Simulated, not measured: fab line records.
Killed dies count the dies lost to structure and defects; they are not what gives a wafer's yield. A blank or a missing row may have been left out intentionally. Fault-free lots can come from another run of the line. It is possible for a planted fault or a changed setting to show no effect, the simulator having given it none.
fab line records	flow nand-harc
record lots=6	wafers=18	last-day=33
route steps=1302 shown P_ZERO_WELL@5 P_STI@85 END@1302
lots untouched by any fault: they come from a run of this same line in which no faults occurred
start-h: hours from the record's first day to the start of the lot's first wafer shown	wait-h: hours elapsed since this lot's preceding step	" identical to the entry in the row above	L1.1+2: one row covering several wafers at once	- no value present, or no start provided	* or withheld: withheld	< > ~ a bound
route shown NAME@n: a module of which the file shows steps, and the number in the route of the first	usual: mean/standard deviation of fault-free wafers	same: alike in all rows	chamber/n: place in a boat	sites: the reading at each site	_std_site: the values' standard deviation	_edge_site: mean of outer sites minus mean of inner sites	radius-mm: how far each site lies from the wafer's centre	mask NAME#n: copy n	behind: tool/chamber where the wafer was last shaped	hold: what put the lot on hold/how long, in hours/how the hold closed	device: the transistor (n, p or np) that didn't switch	end of line: tests run on the same wafers once the route is complete	a step without rows: its recipe alone	killed: the dies lost at the first sort to structure and to defects; this is not the yield of the wafer	map: a wafer's dies, x killed, . not, _ none there
set.NAME: the setting that was run; set.NAME@STEP: the one run at that earlier step	model.NAME: the simulator's own value behind a step, which no gauge read
certain route steps with their lots: each step a table, each wafer a row
services: a tool's chamber out of use, with start hour (start-h, from the record's first day; less than 0 if before it), hours out, and reason
## steps
# step NHARC_P_ZERO_WELL_DEHYDRATE_03
# recipe temp-c=150	time-s=120
# step NHARC_P_ZERO_WELL_HMDS_04
# recipe time-s=30
# step NHARC_P_ZERO_WELL_COAT_64
# recipe temp-c=200	time-s=65
# step NHARC_P_ZERO_WELL_COAT_05
# recipe spin-rpm=2000	resist-thk-nm=600
# step NHARC_P_ZERO_WELL_SOFTBAKE_06
# recipe temp-c=125	time-s=70
# step NHARC_P_ZERO_WELL_EBR_07
# step NHARC_P_ZERO_WELL_EXPOSE_08
# recipe na=0.55	target-cd-nm=500	dose-mj=33.8	mask-id=P_ZERO
# step NHARC_P_ZERO_WELL_PEB_09
# recipe peb-temp-c=128	peb-time-s=80
# step NHARC_P_ZERO_WELL_DEVELOP_10
# recipe time-s=50	dev-temp-c=22
# step NHARC_P_ZERO_WELL_CD_MEAS_11
# recipe target-cd-nm=500	landing-energy-ev=500
# usual cd-nm=499.5/1.4
lot.wafer	tool	chamber	start-h	wait-h	cd-nm
L948.1	cd-sem-03	0	31.24	-	500.1
L948.4	"	0	"	"	499.6
L948.6	"	0	"	"	499.5
L952.1	cd-sem-01	0	71.25	-	501.8
L952.2	"	0	"	"	500.8
L952.4	"	0	"	"	500.2
L954.1	cd-sem-03	0	91.24	-	500.9
L954.4	"	0	"	"	500.0
L954.6	"	0	"	"	499.6
L960.1	cd-sem-01	0	151.25	-	500.4
L960.3	"	0	"	"	500.6
L960.4	"	0	"	"	499.9
L967.3	cd-sem-01	0	221.11	-	500.8
L967.4	"	0	"	"	498.5
L967.5	"	0	"	"	500.1
L970.2	cd-sem-02	0	251.25	-	498.9
L970.4	"	0	"	"	500.0
L970.5	"	0	"	"	499.1
# step NHARC_P_ZERO_WELL_HARDBAKE_12
# recipe temp-c=118	time-s=65
# step NHARC_P_ZERO_WELL_DESCUM_13
# recipe time-s=3	o2-flow-sccm=200	ar-flow-sccm=0	bias-power-w=0	chemistry=O2
# usual drypump-motor-current-A=5.7/0.38	oes-product-au=1.000/0.0073	rf-vpp-V=57.9/0.96	showerhead-plenum-p-Torr=1.94/0.091	throttle-valve-pct=11.310/0.0093
lot.wafer	tool	chamber	start-h	wait-h	drypump-motor-current-A	oes-product-au	rf-hours-counter-h	rf-vpp-V	showerhead-plenum-p-Torr	throttle-valve-pct
L948.4	rie-diel-13	2	32.94	-	6.0	1.014	10	59.8	2.07	11.298
L948.1	"	3	"	"	5.8	1.003	8	56.6	1.86	11.307
L948.6	"	0	"	"	6.4	1.004	-	59.0	1.94	11.315
L952.2	rie-diel-01	1	71.42	-	5.4	0.999	13	57.7	1.77	11.303
L952.1	"	2	"	"	6.0	0.993	13	57.9	1.97	11.306
L952.4	"	0	"	"	5.6	0.997	-	56.4	1.90	11.306
L954.1	rie-diel-01	1	91.42	-	5.4	0.985	20	57.2	1.77	11.321
L954.6	"	2	"	"	6.0	0.996	-	58.2	1.97	11.308
L954.4	"	1	"	"	5.4	0.992	-	57.4	1.77	11.310
L960.3	rie-diel-12	0	151.40	-	5.6	0.991	19	57.0	1.85	11.317
L960.4	"	2	"	"	5.9	1.011	17	58.4	1.85	11.318
L960.1	"	3	"	"	5.0	0.999	17	57.9	2.07	11.307
L967.3	rie-diel-13	1	221.27	-	5.2	1.012	18	58.7	1.99	11.320
L967.4	"	2	"	"	6.0	1.011	17	57.1	2.05	11.307
L967.5	"	1	"	"	5.2	1.010	-	59.1	1.99	11.311
L970.2	rie-diel-01	1	251.42	-	5.4	1.003	13	59.7	2.07	11.316
L970.4	"	3	"	"	5.8	1.010	13	57.8	1.84	11.307
L970.5	"	0	"	"	5.6	0.996	-	57.7	1.88	11.308
# step NHARC_P_ZERO_WELL_ETCH_65
# recipe target-depth-a=800	overetch-a=240	time-s=87.88	ion-energy-ev=200	n2-flow-sccm=150	h2-flow-sccm=150	ar-flow-sccm=0	rf-w=400	bias-w=150	chemistry=N2/H2
# usual drypump-motor-current-A=5.8/0.37	oes-product-au=1.000/0.0077	rf-vpp-V=431.1/2.9	showerhead-plenum-p-Torr=2.07/0.1	throttle-valve-pct=14.172/0.0091
lot.wafer	tool	chamber	start-h	wait-h	drypump-motor-current-A	oes-product-au	rf-hours-counter-h	rf-vpp-V	showerhead-plenum-p-Torr	throttle-valve-pct
L948.1	rie-diel-13	1	33.01	0.1	5.3	0.995	11	433.9	2.14	14.176
L948.4	"	3	"	"	5.9	0.996	8	427.8	1.98	14.185
L948.6	"	1	"	"	5.2	0.996	-	432.9	2.14	14.188
L952.1	rie-diel-01	1	71.51	0.1	5.4	0.991	13	426.3	1.88	14.176
L952.2	"	0	"	"	5.6	0.990	14	428.6	2.03	14.175
L952.4	"	1	"	"	5.4	0.990	-	426.5	1.88	14.178
L954.1	rie-diel-01	2	91.52	0.1	6.1	0.989	20	432.9	2.10	14.159
L954.4	"	1	"	"	5.4	0.991	-	426.2	1.88	14.186
L954.6	"	2	"	"	6.0	0.995	-	431.4	2.10	14.177
L960.3	rie-diel-12	1	151.49	0.1	5.7	0.999	15	434.5	2.21	14.168
L960.4	"	3	"	"	5.0	1.008	17	435.7	2.21	14.177
L960.1	"	0	"	"	5.6	0.996	19	428.4	1.97	14.170
L967.3	rie-diel-13	2	221.35	0.1	6.0	1.012	17	434.4	2.19	14.173
L967.4	"	1	"	"	5.2	1.015	18	433.6	2.12	14.170
L967.5	"	3	"	"	5.9	1.003	-	426.7	1.96	14.182
L970.4	rie-diel-01	2	251.49	0.1	6.1	1.015	15	432.1	2.08	14.175
L970.2	"	3	"	"	5.8	1.004	13	427.7	1.95	14.167
L970.5	"	3	"	"	5.7	1.010	-	430.0	1.96	14.162
# step NHARC_P_ZERO_WELL_ETCH_62
# recipe target-depth-a=130	time-s=6.5	chf3-flow-sccm=50	ar-flow-sccm=200	rf-w=500	bias-w=200	chemistry=CHF3/Ar
# usual drypump-motor-current-A=5.8/0.37	oes-product-au=0.958/0.017	rf-vpp-V=371.3/2.5	showerhead-plenum-p-Torr=2.37/0.11	throttle-valve-pct=20.217/0.0097
lot.wafer	tool	chamber	start-h	wait-h	drypump-motor-current-A	oes-product-au	rf-hours-counter-h	rf-vpp-V	showerhead-plenum-p-Torr	throttle-valve-pct
L948.4	rie-diel-13	3	-	-	5.8	0.977	8	368.3	2.28	20.214
L948.1	"	1	"	"	5.2	0.969	11	373.1	2.45	20.220
L948.6	"	3	"	"	5.9	0.980	-	369.1	2.28	20.223
L952.2	rie-diel-01	2	-	-	6.0	0.937	13	372.5	2.42	20.207
L952.1	"	0	"	"	5.6	0.935	14	370.3	2.33	20.212
L952.4	"	0	"	"	5.6	0.939	-	370.0	2.33	20.235
L954.1	rie-diel-01	1	-	-	5.4	0.957	20	368.2	2.17	20.220
L954.6	"	1	"	"	5.4	0.957	-	367.1	2.17	20.207
L954.4	"	0	"	"	5.6	0.948	-	370.2	2.33	20.224
L960.3	rie-diel-12	1	-	-	5.7	0.970	15	375.4	2.53	20.217
L960.4	"	3	"	"	5.0	0.973	17	373.9	2.53	20.199
L960.1	"	0	"	"	5.6	0.961	19	371.2	2.27	20.216
L967.3	rie-diel-13	0	-	-	6.4	0.969	15	369.9	2.35	20.225
L967.4	"	1	"	"	5.3	0.966	18	372.9	2.43	20.204
L967.5	"	1	"	"	5.3	0.965	-	372.0	2.43	20.208
L970.2	rie-diel-01	1	-	-	5.4	0.962	13	373.3	2.53	20.211
L970.4	"	2	"	"	6.1	0.974	15	371.5	2.39	20.227
L970.5	"	2	"	"	6.1	0.981	-	371.8	2.39	20.211
# step NHARC_P_ZERO_WELL_ETCH_63
# recipe target-depth-a=1200	time-s=40.1	hbr-flow-sccm=150	cl2-flow-sccm=50	rf-w=400	icp-w=400	bias-w=100	chemistry=HBr/Cl2
# usual drypump-motor-current-A=5.7/0.56	oes-product-au=1.002/0.0083	throttle-valve-pct=26.404/0.0094
lot.wafer	tool	chamber	start-h	wait-h	drypump-motor-current-A	oes-product-au	rf-hours-counter-h	throttle-valve-pct
L948.1	rie-si-04	1	33.20	-	5.9	1.005	0.21	26.402
L948.4	"	2	"	"	6.4	1.001	0.23	26.391
L948.6	"	1	"	"	5.9	1.008	-	26.400
L952.4	rie-si-01	3	71.78	-	6.4	1.013	0.25	26.420
L952.1	"	0	"	"	5.4	0.999	0.22	26.424
L952.2	"	1	"	"	4.7	0.995	0.21	26.388
L954.4	rie-si-05	1	91.69	-	5.2	0.997	0.71	26.419
L954.1	"	2	"	"	5.3	0.999	0.73	26.411
L954.6	"	2	"	"	5.3	0.993	-	26.399
L960.3	rie-si-01	1	151.66	-	4.8	0.999	0.70	26.404
L960.1	"	3	"	"	6.4	1.003	0.79	26.411
L960.4	"	0	"	"	5.5	0.991	0.70	26.407
L967.3	rie-si-01	1	221.54	-	4.8	1.001	0.06	26.404
L967.4	"	2	"	"	6.5	0.991	0.06	26.374
L967.5	"	0	"	"	5.4	0.995	-	26.392
L970.2	rie-si-01	2	251.80	-	6.5	0.999	0.27	26.400
L970.4	"	3	"	"	6.3	0.989	0.36	26.408
L970.5	"	0	"	"	5.4	1.001	-	26.397
# step NHARC_P_ZERO_WELL_STRIP_15
# recipe time-s=900	temp-c=130	chemistry=SPM
# step NHARC_P_ZERO_WELL_DEHYDRATE_16
# recipe temp-c=150	time-s=120
# step NHARC_P_ZERO_WELL_HMDS_17
# recipe time-s=30
# step NHARC_P_ZERO_WELL_COAT_18
# recipe spin-rpm=withheld
# step NHARC_P_ZERO_WELL_SOFTBAKE_19
# recipe temp-c=122	time-s=95
# step NHARC_P_ZERO_WELL_EBR_20
# step NHARC_P_ZERO_WELL_EXPOSE_21
# recipe na=0.6	target-cd-nm=720	dose-mj=22.31	mask-id=P_NWELL
# step NHARC_P_ZERO_WELL_PEB_22
# recipe peb-temp-c=118	peb-time-s=85
# step NHARC_P_ZERO_WELL_DEVELOP_23
# recipe time-s=70
# step NHARC_P_ZERO_WELL_CD_MEAS_24
# recipe target-cd-nm=720	landing-energy-ev=500
# usual cd-nm=720.0/1.3
lot.wafer	tool	chamber	start-h	wait-h	cd-nm
L948.1	cd-sem-01	0	34.11	-	719.4
L948.4	"	0	"	"	721.2
L948.6	"	0	"	"	720.1
L952.1	cd-sem-03	0	72.69	-	721.2
L952.2	"	0	"	"	719.6
L952.4	"	0	"	"	719.4
L954.1	cd-sem-01	0	92.62	-	719.3
L954.4	"	0	"	"	718.4
L954.6	"	0	"	"	720.9
L960.1	cd-sem-01	0	152.59	-	721.1
L960.3	"	0	"	"	718.6
L960.4	"	0	"	"	718.7
L967.3	cd-sem-01	0	222.47	-	720.3
L967.4	"	0	"	"	719.6
L967.5	"	0	"	"	720.5
L970.2	cd-sem-01	0	252.70	-	719.2
L970.4	"	0	"	"	719.5
L970.5	"	0	"	"	718.7
# step NHARC_P_ZERO_WELL_HARDBAKE_25
# recipe temp-c=125	time-s=80
# step NHARC_P_ZERO_WELL_DESCUM_26
# recipe time-s=3	o2-flow-sccm=200	ar-flow-sccm=0	bias-power-w=0	chemistry=O2
# usual drypump-motor-current-A=5.7/0.35	oes-product-au=0.998/0.0079	rf-vpp-V=57.8/0.93	showerhead-plenum-p-Torr=1.91/0.1	throttle-valve-pct=11.311/0.0089
lot.wafer	tool	chamber	start-h	wait-h	drypump-motor-current-A	oes-product-au	rf-hours-counter-h	rf-vpp-V	showerhead-plenum-p-Torr	throttle-valve-pct
L948.4	rie-diel-12	1	34.27	-	5.7	1.008	37	58.5	1.77	11.303
L948.1	"	3	"	"	5.0	1.000	33	56.9	1.77	11.308
L948.6	"	1	"	"	5.7	1.005	-	56.3	1.77	11.309
L952.1	rie-diel-12	1	72.87	-	5.7	0.999	56	56.2	1.77	11.321
L952.4	"	3	"	"	5.0	1.007	50	56.8	1.77	11.332
L952.2	"	0	"	"	5.6	0.986	55	58.0	1.86	11.307
L954.1	rie-diel-13	2	92.78	-	6.0	1.007	29	58.3	2.07	11.322
L954.4	"	1	"	"	5.3	0.993	29	59.0	2.00	11.315
L954.6	"	3	"	"	5.8	0.982	-	57.9	1.85	11.311
L960.4	rie-diel-13	2	152.75	-	6.0	1.001	51	58.0	2.06	11.319
L960.1	"	3	"	"	5.8	0.997	49	57.8	1.85	11.307
L960.3	"	1	"	"	5.3	1.009	50	59.8	1.99	11.327
L967.4	rie-diel-12	1	222.66	-	5.7	0.998	36	59.3	2.06	11.308
L967.3	"	3	"	"	5.0	1.012	40	57.3	2.06	11.304
L967.5	"	1	"	"	5.7	1.005	-	58.5	2.06	11.316
L970.4	rie-diel-12	3	252.86	-	5.0	1.003	47	56.5	2.06	11.309
L970.2	"	2	"	"	5.8	1.022	49	57.0	1.84	11.301
L970.5	"	0	"	"	5.6	1.000	-	57.3	1.84	11.309
# step NHARC_P_ZERO_WELL_IMPLANT_27
# recipe energy-kev=600	dose-cm2=1e+13	tilt-deg=7
# step NHARC_P_ZERO_WELL_IMPLANT_57
# recipe energy-kev=250	dose-cm2=4e+12	tilt-deg=7
# step NHARC_P_ZERO_WELL_IMPLANT_58
# recipe energy-kev=100	dose-cm2=2e+12	tilt-deg=7
# step NHARC_P_ZERO_WELL_STRIP_28
# recipe time-s=840	temp-c=130	chemistry=SPM
# step NHARC_P_ZERO_WELL_DEHYDRATE_29
# recipe temp-c=150	time-s=120
# step NHARC_P_ZERO_WELL_HMDS_30
# recipe time-s=30
# step NHARC_P_ZERO_WELL_COAT_31
# recipe spin-rpm=withheld
# step NHARC_P_ZERO_WELL_SOFTBAKE_32
# recipe temp-c=122	time-s=95
# step NHARC_P_ZERO_WELL_EBR_33
# step NHARC_P_ZERO_WELL_EXPOSE_34
# recipe na=0.6	target-cd-nm=720	dose-mj=22.31	mask-id=P_PWELL
# step NHARC_P_ZERO_WELL_PEB_35
# recipe peb-temp-c=118	peb-time-s=85
# step NHARC_P_ZERO_WELL_DEVELOP_36
# recipe time-s=70
# step NHARC_P_ZERO_WELL_CD_MEAS_37
# recipe target-cd-nm=720	landing-energy-ev=500
# usual cd-nm=720.6/1.3
lot.wafer	tool	chamber	start-h	wait-h	cd-nm
L948.1	cd-sem-02	0	35.63	-	719.5
L948.4	"	0	"	"	718.0
L948.6	"	0	"	"	721.4
L952.1	cd-sem-02	0	74.34	-	718.3
L952.2	"	0	"	"	719.5
L952.4	"	0	"	"	720.2
L954.1	cd-sem-01	0	98.16	-	722.6
L954.4	"	0	"	"	721.9
L954.6	"	0	"	"	720.3
L960.1	cd-sem-01	0	154.10	-	720.5
L960.3	"	0	"	"	720.8
L960.4	"	0	"	"	721.0
L967.3	cd-sem-02	0	224.15	-	721.8
L967.4	"	0	"	"	722.4
L967.5	"	0	"	"	721.0
L970.2	cd-sem-02	0	254.22	-	719.9
L970.4	"	0	"	"	720.1
L970.5	"	0	"	"	717.1
# step NHARC_P_ZERO_WELL_HARDBAKE_38
# recipe temp-c=125	time-s=80
# step NHARC_P_ZERO_WELL_DESCUM_39
# recipe time-s=3	o2-flow-sccm=200	ar-flow-sccm=0	bias-power-w=0	chemistry=O2
# usual drypump-motor-current-A=5.7/0.37	oes-product-au=1.000/0.0093	rf-vpp-V=57.8/1	showerhead-plenum-p-Torr=1.92/0.1	throttle-valve-pct=11.310/0.0091
lot.wafer	tool	chamber	start-h	wait-h	drypump-motor-current-A	oes-product-au	rf-hours-counter-h	rf-vpp-V	showerhead-plenum-p-Torr	throttle-valve-pct
L948.4	rie-diel-13	3	35.81	-	5.8	1.013	9	58.7	1.86	11.316
L948.1	"	1	"	"	5.2	1.007	12	58.9	2.01	11.309
L948.6	"	0	"	"	6.4	1.005	-	56.6	1.94	11.318
L952.2	rie-diel-01	2	74.52	-	6.0	0.986	14	57.8	1.97	11.306
L952.1	"	0	"	"	5.6	0.981	15	57.9	1.90	11.301
L952.4	"	2	"	"	6.1	1.001	-	58.2	1.97	11.304
L954.4	rie-diel-13	3	98.33	-	5.8	0.996	30	56.6	1.85	11.307
L954.1	"	1	"	"	5.3	1.001	31	58.0	2.00	11.302
L954.6	"	3	"	"	5.8	1.006	-	56.6	1.85	11.315
L960.3	rie-diel-13	3	154.34	-	5.8	0.996	49	58.6	1.85	11.321
L960.1	"	1	"	"	5.3	0.987	51	57.5	1.99	11.296
L960.4	"	1	"	"	5.3	0.993	-	57.5	1.99	11.314
L967.3	rie-diel-12	0	224.33	-	5.6	1.001	40	56.8	1.85	11.317
L967.4	"	1	"	"	5.7	1.004	36	57.6	2.06	11.301
L967.5	"	3	"	"	5.0	1.014	-	57.6	2.06	11.297
L970.2	rie-diel-12	2	254.38	-	5.9	1.013	49	56.3	1.84	11.300
L970.4	"	1	"	"	5.7	1.009	43	56.9	2.06	11.311
L970.5	"	3	"	"	5.0	1.011	-	58.6	2.06	11.302
# step NHARC_P_ZERO_WELL_INSPECT_43
# usual raw-defect-count=13/6.3
lot.wafer	tool	chamber	start-h	wait-h	raw-defect-count
L948.1	defect-inspect-01	-	38.98	0.6	15
L948.4	"	-	"	"	4
L948.6	"	-	"	"	10
L952.1	defect-inspect-01	-	77.70	0.6	736
L952.2	"	-	"	"	676
L952.4	"	-	"	"	695
L954.1	defect-inspect-01	-	101.61	0.6	668
L954.4	"	-	"	"	681
L954.6	"	-	"	"	705
L960.1	defect-inspect-02	-	157.75	0.6	12
L960.3	"	-	"	"	6
L960.4	"	-	"	"	9
L967.3	defect-inspect-02	-	227.61	0.4	9
L967.4	"	-	"	"	9
L967.5	"	-	"	"	9
L970.2	defect-inspect-02	-	257.67	0.5	15
L970.4	"	-	"	"	13
L970.5	"	-	"	"	26
# step NHARC_P_STI_INSPECT_11
# usual raw-defect-count=5.3/2.8
lot.wafer	tool	chamber	start-h	wait-h	raw-defect-count
L948.1	defect-inspect-01	-	55.16	0.0	7
L948.4	"	-	"	"	6
L948.6	"	-	"	"	4
L952.1	defect-inspect-01	-	93.64	0.0	715
L952.2	"	-	"	"	655
L952.4	"	-	"	"	670
L954.1	defect-inspect-01	-	116.69	0.0	664
L954.4	"	-	"	"	682
L954.6	"	-	"	"	690
L960.1	defect-inspect-01	-	173.34	0.0	9
L960.3	"	-	"	"	5
L960.4	"	-	"	"	9
L967.3	defect-inspect-02	-	244.67	0.0	5
L967.4	"	-	"	"	4
L967.5	"	-	"	"	4
L970.2	defect-inspect-01	-	274.41	0.0	3
L970.4	"	-	"	"	7
L970.5	"	-	"	"	4
# step NHARC_END_SORT_01
# recipe temp-c=25
# usual killed-at-array=61/22	killed-at-other=0.8/1	killed-at-periphery=3.8/2.3	killed-dies=66/22	killed-open=3.2/1.9	killed-short=2.8/1.8
# same gross-dies=677
lot.wafer	tool	chamber	start-h	wait-h	killed-at-array	killed-at-other	killed-at-periphery	killed-dies	killed-open	killed-short
L952.1	prober-01	0	608.52	2.5	51	0	78	129	7	5
L952.2	prober-01	0	609.32	2.8	43	0	87	130	7	1
L952.4	prober-01	0	610.90	3.4	46	0	79	125	0	3
L954.1	prober-02	0	639.49	2.5	37	0	94	131	5	9
L954.4	prober-02	0	641.87	3.4	36	1	79	116	3	1
L954.6	prober-02	0	643.45	4.0	33	0	96	129	1	4
# killed by level:class
L952.1 P_ZERO_WELL:unspecified=74 A_CHANNEL_HOLE_D2:chamber-film-flake=32 A_DECK1_JOINT:chamber-film-flake=3 A_ONON_D1:geometric-particle:open=2 A_ONON_D2:geometric-particle:short=2 A_CHANNEL_HOLE_D1:chamber-film-flake=2 A_CONTACT:chamber-film-flake=2 P_CONTACT:geometric-particle:open=1
L952.2 P_ZERO_WELL:unspecified=83 A_CHANNEL_HOLE_D2:chamber-film-flake=30 A_CHANNEL_HOLE_D1:chamber-film-flake=3 P_CONTACT:geometric-particle:open=2 A_DECK1_JOINT:chamber-film-flake=2 A_CONTACT:chamber-film-flake=2 P_ZERO_WELL:geometric-particle:short=1 A_CHANNEL_FILL_D1:geometric-particle:open=1
L952.4 P_ZERO_WELL:unspecified=77 A_CHANNEL_HOLE_D2:chamber-film-flake=29 A_CONTACT:chamber-film-flake=9 A_CHANNEL_HOLE_D1:chamber-film-flake=3 A_CHANNEL_FILL_D2:geometric-particle:short=2 A_DECK1_JOINT:chamber-film-flake=2 A_CHANNEL_HOLE_D1:geometric-particle:short=1 P_STI:chamber-film-flake=1
L954.1 P_ZERO_WELL:unspecified=90 A_CHANNEL_HOLE_D2:chamber-film-flake=17 A_CHANNEL_FILL_D1:geometric-particle:short=5 A_CHANNEL_HOLE_D1:chamber-film-flake=3 A_SLIT:chamber-film-flake=2 A_BONDPAD:chamber-film-flake=2 P_CONTACT:geometric-particle:short=1 P_M0:geometric-particle:short=1
L954.4 P_ZERO_WELL:unspecified=77 A_CHANNEL_HOLE_D2:chamber-film-flake=14 A_CONTACT:chamber-film-flake=8 A_SLIT:chamber-film-flake=3 P_STI:chamber-film-flake=2 A_CHANNEL_HOLE_D1:chamber-film-flake=2 A_CHANNEL_FILL_D1:geometric-particle:open=1 A_CHANNEL_FILL_D2:geometric-particle:open=1
L954.6 P_ZERO_WELL:unspecified=94 A_CHANNEL_HOLE_D2:chamber-film-flake=15 A_BONDPAD:chamber-film-flake=4 A_CHANNEL_HOLE_D1:chamber-film-flake=3 A_CONTACT:chamber-film-flake=3 A_WL_FILL:chamber-film-flake=2 P_GATE:geometric-particle:open=1 A_CHANNEL_FILL_D1:geometric-particle:short=1
# map L952.2 (x killed, . not)
____________.____________
_________.....x._________
_______....x....x._______
______.............______
_____..............._____
____...x....x........____
____.................____
___...............x...___
___.....x..........x..___
__.....x......x.x......__
__.............x..xxx..__
_.....x....x.....x..x..._
_......x.......xx.xx.x.._
_.............x.xxxxx..._
_.............xxxx.xx..._
_.............x..xxxxxxx_
...............xxxxxxxx.x
.......x.......xxxxxxxxxx
.......x..........xxxxxxx
................xxxxxxxxx
.................xxxxxxxx
_...............xxxxxxxx_
_..............xxxxxxxxx_
_................xxxxxxx_
_................xxxxxxx_
_..................xxxxx_
__.....................__
__................x.x..__
___...................___
___...................___
____...............x.____
____.................____
_____......x........_____
______.............______
_______..........._______
_________......._________
____________.____________
# map L954.1 (x killed, . not)
____________.____________
_________......._________
_______..........._______
______..x..........______
_____..............._____
____....xx...........____
____.....x...........____
___....x..............___
___.....x.x...........___
__......xxx.......x....__
__.......x....x......xx__
_.......x..............x_
_.......x.x............._
_......x................_
_..x..........x........._
_......................._
.........................
.............x.x.........
.............xxxxx..x....
x............xxxxxxx.....
..........x..xxxxxxx.....
_x.........xxxxxxxxx...._
_.......x..xxxxxxxx.x..._
_...........xxxxxxxxx..._
_...........xxxxxxxx...._
_.........xxxxxxxxxx...._
__x..x.......xxxxxxx...__
__..x....x...xxxxxxxx..__
___...........xxxxxx..___
___...........xxxxx...___
____...x.x......x....____
____............x....____
_____.............x._____
______xx.......x...______
_______..........._______
_________......._________
____________.____________
## services
tool	chamber	start-h	hours	kind
rie-si-01	-	16.00	9.0	pm
rie-diel-01	-	26.96	9.0	pm
rie-diel-01	3	45.78	51.2	repair
rie-diel-01	1	49.83	2.9	repair
rie-diel-01	-	64.87	0.3	repair
rie-diel-12	3	68.04	2.7	repair
rie-si-05	1	71.42	14.3	repair
rie-diel-13	1	83.49	4.0	repair
rie-diel-12	-	91.40	9.0	pm
rie-diel-13	-	114.32	0.3	repair
rie-si-05	-	128.00	9.0	pm
rie-diel-12	1	129.18	6.3	repair
rie-diel-01	1	138.30	14.6	repair
rie-si-04	-	165.00	9.0	pm
rie-diel-13	-	165.22	9.0	pm
rie-si-01	2	178.18	7.3	repair
rie-si-01	-	193.00	9.0	pm
rie-diel-12	1	193.13	4.0	repair
rie-si-04	2	201.94	1.9	repair
rie-diel-01	-	206.51	9.0	pm
rie-diel-12	-	246.98	1.4	repair
rie-diel-13	0	249.69	2.7	repair
rie-si-04	3	250.62	4.0	repair
rie-si-01	1	253.76	9.2	repair
## key
first-sign step=NHARC_P_ZERO_WELL_INSPECT_43	reading=raw-defect-count	direction=up	sigmas=99+	usual=13	struck=694
effect step=NHARC_P_STI_INSPECT_11	reading=raw-defect-count	direction=up	sigmas=99+	usual=5.3	struck=679.3
effect step=NHARC_END_SORT_01	reading=killed-at-periphery	direction=up	sigmas=36	usual=3.8	struck=85.5
more-kills-born-at NHARC_P_ZERO_WELL_ETCH_65@rie-diel-01=489
met-at NHARC_P_ZERO_WELL_ETCH_65
struck-wafers L952.1,L952.2,L952.4,L954.1,L954.4,L954.6
tester-left-out L952,L954
fault kind=chamber-particle-source	tool=rie-diel-01	chamber=-	onset-h=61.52	steps=NHARC_P_ZERO_WELL_ETCH_65	rate-per-visit-cm2=1.0463	end-h=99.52
# tester-left-out: of these lots the tester's yield and bins aren't shown, on N5 and GAA mostly nor the transistor test; their killed dies are dies lost to structure and defects alone, not to doping, threshold or leakage, so they don't give the yield
